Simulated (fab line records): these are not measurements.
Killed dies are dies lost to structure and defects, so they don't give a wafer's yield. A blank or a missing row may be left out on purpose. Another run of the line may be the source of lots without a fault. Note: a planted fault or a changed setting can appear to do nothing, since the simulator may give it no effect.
8D (eight disciplines) problem report, filled in by code -- flow n5_finfet -- the parts of the form that need people (team, actions taken, sign-off) are left out

== 1. PROBLEM STATEMENT ==
At N5_MOL_CONTACT_COAG_COAT_75, spin_speed_rpm averages 1538.3 rpm over 6 wafers from 2 lots, while fault-free wafers read 1500.0 rpm, standard deviation 0.89. Measured from the usual mean, that is +43 standard deviations.
The step: time 60 s, resist thk 60 nm.
The first sign was on wafer L480.1 at day 7 01:42, on litho_track-03. Wafers with a number at this step in the record: 30, from 10 lots. Rule for "out", or "out of limits": more than 4 standard deviations from the usual mean. The rest of the wafers with a number are treated as sound.

== 2. WHAT IT IS; WHAT IT IS NOT ==
question,is,is not
which readings at this step,spin_speed_rpm,-
which lots,"L480, L482","L474, L479, L487, L490, L491, L495, L496, L497"
which wafers of those lots,all that have a number,-
read on which tools,litho_track-03,"litho_track-02, litho_track-05"
when,from day 7 01:42,"up to then (6 sound wafers); but 18 sound wafers of L487, L490, L491, L495, L496, L497 came after"

== 3. SUSPECTS, AND WHAT RULES EACH OUT ==
Counting: any tool at a process step up to the reading is kept as a suspect provided that every lot that is out went through it and no sound lot did after the first of them.
- litho_track-03 at N5_MOL_CONTACT_COAG_COAT_75 (time 60 s, resist thk 60 nm): ruled out as a lasting fault. Sound lots L497 ran on it after its first lot that is out, L480 (day 7 01:42).
Left after counting: nothing in the record.

== 4. THE CAUSE (what the simulator had put in) ==
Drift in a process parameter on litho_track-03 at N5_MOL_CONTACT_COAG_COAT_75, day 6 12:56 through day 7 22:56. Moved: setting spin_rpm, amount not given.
Counting ruled it out, wrongly.

== 5. THE EFFECT CHAIN, in route order ==
Each row: a reading whose mean over the struck wafers that have a number lies more than 3 standard deviations from the usual. Readings are gone through only where the record gives a usual standard deviation; hours: the median, over the lots, of the time from a lot's start at the first step in this table giving one to that lot's start at this step; sigmas: the change measured in usual standard deviations.
hours,step,reading,usual,on struck wafers,change,sigmas
0,N5_MOL_CONTACT_COAG_COAT_75,spin_speed_rpm,1500.0 rpm,1538.3,+38.3,+43
Its process steps:
- N5_MOL_CONTACT_COAG_COAT_75: time 60 s, resist thk 60 nm.
Later steps that measure or inspect, where all struck wafers having a row at the step show a number for every such reading and not one has moved that far: N5_BEOL_M4_RC_MEAS_101.

== 6. HOW IT WOULD HAVE BEEN CAUGHT EARLIER ==
In this record no reading fell out of limits until day 7 01:42, 13 hours after the fault had begun at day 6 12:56.
